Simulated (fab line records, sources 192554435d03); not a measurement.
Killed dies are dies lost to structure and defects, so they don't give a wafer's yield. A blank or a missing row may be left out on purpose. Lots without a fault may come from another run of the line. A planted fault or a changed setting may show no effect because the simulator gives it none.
Chamber matching | flow n5_finfet | N5_FIN_SAQP_ETCH_65 on rie_si-01: 4 sister chambers
The step etches SiO2 in CF4, target depth 4 nm, time 4.4 s. 8 wafers are shown with their chamber, then 7 later ones without.

WAFERS WITH THEIR CHAMBER
wafer  | chamber | throttle_valve_pct (%) | oes_product_au (a.u.)
L834.1 | 0       | 21.78                  | 1.017
L837.5 | 2       | 21.55                  | 1.017
L838.1 | 2       | 21.56                  | 1.025
L838.5 | 3       | 21.42                  | 1.011
L846.4 | 3       | 21.42                  | 1.014
L846.5 | 1       | 22.11                  | 0.993
L847.1 | 0       | 21.78                  | 1.017
L847.2 | 1       | 22.11                  | 0.975

WAFERS WITHOUT THEIR CHAMBER
wafer  | throttle_valve_pct (%) | oes_product_au (a.u.)
L847.3 | 21.43                  | 1.023
L852.2 | 22.12                  | 0.987
L852.4 | 21.54                  | 1.031
L852.6 | 22.12                  | 0.987
L857.1 | 21.43                  | 1.008
L857.3 | 21.56                  | 1.025
L857.6 | 22.11                  | 0.985

WHICH CHAMBER EACH WENT THROUGH
wafer  | from the rows above | in truth
L847.3 | 3                   | 3
L852.2 | 1                   | 1
L852.4 | 2                   | 2
L852.6 | 1                   | 1
L857.1 | 3                   | 3
L857.3 | 2                   | 2
L857.6 | 1                   | 1
Placed correctly: 7 of 7. Can't be placed from these rows: 0. Placed wrongly: 0.
How it was worked out, from the rows above alone: a wafer's distance from a chamber is the root of the sum, over the readings, of the square of ((its reading less the chamber's mean) divided by the reading's scatter). The wafer belongs to the nearest chamber; if the next one is less than 2 further off, it can't be placed. A chamber's mean is the mean of its shown wafers. The scatter: the root of (the sum of the squares of (reading less its chamber's mean) over the shown wafers, divided by (wafers less chambers)).
